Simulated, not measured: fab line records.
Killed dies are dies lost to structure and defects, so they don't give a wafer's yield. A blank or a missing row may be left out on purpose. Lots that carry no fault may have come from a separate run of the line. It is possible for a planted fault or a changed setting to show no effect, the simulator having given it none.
3 desks looking at one fault || flow n5_finfet || each desk has only its own numbers; what lay behind them comes last

FROM THE METROLOGY DESK
Lot by lot, what the gauges showed, no matter which tool ran the lot: averages of those sampled wafers that carry a number. The brackets show how far a lot's mean lies from the usual mean; more than 4 standard deviations puts the lot out of limits, marked OUT. It has 11 readings; the 7 that lie furthest out on some lot are the ones shown.
Columns: A = NWFM_OVL at N5_HKMG_FIN_OVL_MEAS_13, usual 0.0 nm; B = DIBL_N at N5_BEOL_M4_RC_MEAS_101, usual 36.4 mV/V; C = ION_N at N5_BEOL_M4_RC_MEAS_101, usual 675 uA/um; D = ION_P at N5_BEOL_M4_RC_MEAS_101, usual 463 uA/um; E = SS_P at N5_BEOL_M4_RC_MEAS_101, usual 73.3 mV/dec; F = VT_N at N5_BEOL_M4_RC_MEAS_101, usual 250 mV; G = VT_P at N5_BEOL_M4_RC_MEAS_101, usual -250.3 mV
{"lot": "L621", "first seen here": "day 4 15:26", "A": -0.1, "B": 35.2, "C": 671, "D": 458, "E": 73.0, "F": 249, "G": -248.4}
{"lot": "L622", "first seen here": "day 4 20:20", "A": -0.3, "B": 35.9, "C": 677, "D": 457, "E": 73.5, "F": 248, "G": -251.8}
{"lot": "L623", "first seen here": "day 5 04:46", "A": 0.1, "B": 34.6, "C": 675, "D": 471, "E": 72.7, "F": 251, "G": -248.8}
{"lot": "L624", "first seen here": "day 5 10:53", "A": 1.3, "B": 34.6, "C": 676, "D": 465, "E": 72.5, "F": 248, "G": -249.9}
{"lot": "L626", "first seen here": "day 5 20:56", "A": 0.9, "B": 37.6, "C": 668, "D": 458, "E": 73.8, "F": 250, "G": -252.7}
{"lot": "L630", "first seen here": "day 7 01:05", "A": 0.2, "B": 35.6, "C": 649, "D": 461, "E": 72.3, "F": 258, "G": -249.6}
{"lot": "L633", "first seen here": "day 7 14:37", "A": -0.1, "B": 34.8, "C": 651, "D": 456, "E": 72.8, "F": 254, "G": -253.6}
{"lot": "L637", "first seen here": "day 8 14:48", "A": 0.2, "B": 37.7, "C": 678, "D": 467, "E": 73.4, "F": 251, "G": -248.3}
{"lot": "L638", "first seen here": "day 8 21:57", "A": 0.2, "B": 34.4, "C": 668, "D": 460, "E": 72.3, "F": 252, "G": -251.4}
{"lot": "L640", "first seen here": "day 9 11:11", "A": 0.0, "B": 37.5, "C": 681, "D": 465, "E": 73.5, "F": 247, "G": -250.6}
This desk's verdict: no lot among the 10 shows anything out of limits.

FOR THE TOOL OWNER'S DESK: rie_diel-05
The tool's own readings at N5_HKMG_FIN_ETCH_35 (etches SOC in N2/H2, target depth 215.8 nm, time 243.4 s): means of the sampled wafers that have a number, for each lot that ran on this tool. The brackets show how far a lot's mean lies from the usual mean; more than 4 standard deviations puts the lot out of limits, marked OUT.
Columns: A = drypump_motor_current_A at N5_HKMG_FIN_ETCH_35, usual 5.9 A; B = oes_product_au at N5_HKMG_FIN_ETCH_35, usual 0.79 a.u.; C = rf_vpp_V at N5_HKMG_FIN_ETCH_35, usual 142.0 V; D = run_length_s at N5_HKMG_FIN_ETCH_35, usual 267.0 s; E = showerhead_plenum_p_Torr at N5_HKMG_FIN_ETCH_35, usual 2.59 Torr; F = throttle_valve_pct at N5_HKMG_FIN_ETCH_35, usual 17.79 %
{"lot": "L621", "first seen here": "day 4 15:47", "A": 5.4, "B": 0.87, "C": 141.6, "D": 267.0, "E": 2.54, "F": 17.57}
{"lot": "L622", "first seen here": "day 4 20:41", "A": 5.9, "B": 0.81, "C": 142.0, "D": 267.2, "E": 2.59, "F": 17.72}
{"lot": "L624", "first seen here": "day 5 11:14", "A": 6.0, "B": 0.74, "C": 142.0, "D": 266.9, "E": 2.65, "F": 17.85}
{"lot": "L626", "first seen here": "day 5 21:17", "A": 5.3, "B": 0.84, "C": 141.9, "D": 267.3, "E": 2.53, "F": 17.51}
{"lot": "L630", "first seen here": "day 7 01:38", "A": 5.8, "B": 0.73, "C": 141.8, "D": "242.4 (-66) OUT", "E": 2.65, "F": 17.84}
{"lot": "L633", "first seen here": "day 7 15:09", "A": 4.9, "B": 0.89, "C": 140.9, "D": "218.2 (-99 or more) OUT", "E": 2.48, "F": 17.45}
This desk finds L630, L633 out of limits, L630 being first, at day 7 01:38 (run_length_s at N5_HKMG_FIN_ETCH_35). Within limits: L621, L622, L624, L626.

THE DEFECT DESK
Inspection counts along the route, by lot: the mean over sampled wafers that carry a number. The brackets show how far a lot's mean lies from the usual mean; more than 4 standard deviations puts the lot out of limits, marked OUT.
Columns: A = raw_defect_count at N5_HKMG_FIN_INSPECT_14, usual 2.2
{"lot": "L621", "first seen here": "day 4 15:28", "A": 4.7}
{"lot": "L622", "first seen here": "day 4 20:22", "A": 1.7}
{"lot": "L623", "first seen here": "day 5 04:47", "A": 3.3}
{"lot": "L624", "first seen here": "day 5 10:55", "A": 2.7}
{"lot": "L626", "first seen here": "day 5 20:57", "A": 2.7}
{"lot": "L630", "first seen here": "day 7 01:06", "A": 0.5}
{"lot": "L633", "first seen here": "day 7 14:38", "A": 1.5}
{"lot": "L637", "first seen here": "day 8 14:49", "A": 1.3}
{"lot": "L638", "first seen here": "day 8 21:58", "A": 0.3}
{"lot": "L640", "first seen here": "day 9 11:13", "A": 2.0}
This desk's verdict: no lot among the 10 shows anything out of limits.

ALL TOGETHER
The tool owner's desk could have raised an alarm at day 7 01:38, on L630, L633.
At the metrology desk, nothing out of limits was observed.
The defect desk saw nothing out of limits.
The metrology desk has L630, L633 on record, within its limits.
The defect desk has L630, L633 on record, within its limits.
N5_HKMG_FIN_ETCH_35 was run on rie_diel-05 by each of the lots named.

WHAT THE SIMULATOR HAD PUT IN
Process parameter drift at N5_HKMG_FIN_ETCH_35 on rie_diel-05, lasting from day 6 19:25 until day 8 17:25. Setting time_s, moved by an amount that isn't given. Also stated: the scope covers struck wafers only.
Shown lots that were struck: L630, L633.
Hours from the fault's start to each desk's first reading out of limits: the tool owner's desk, 6.
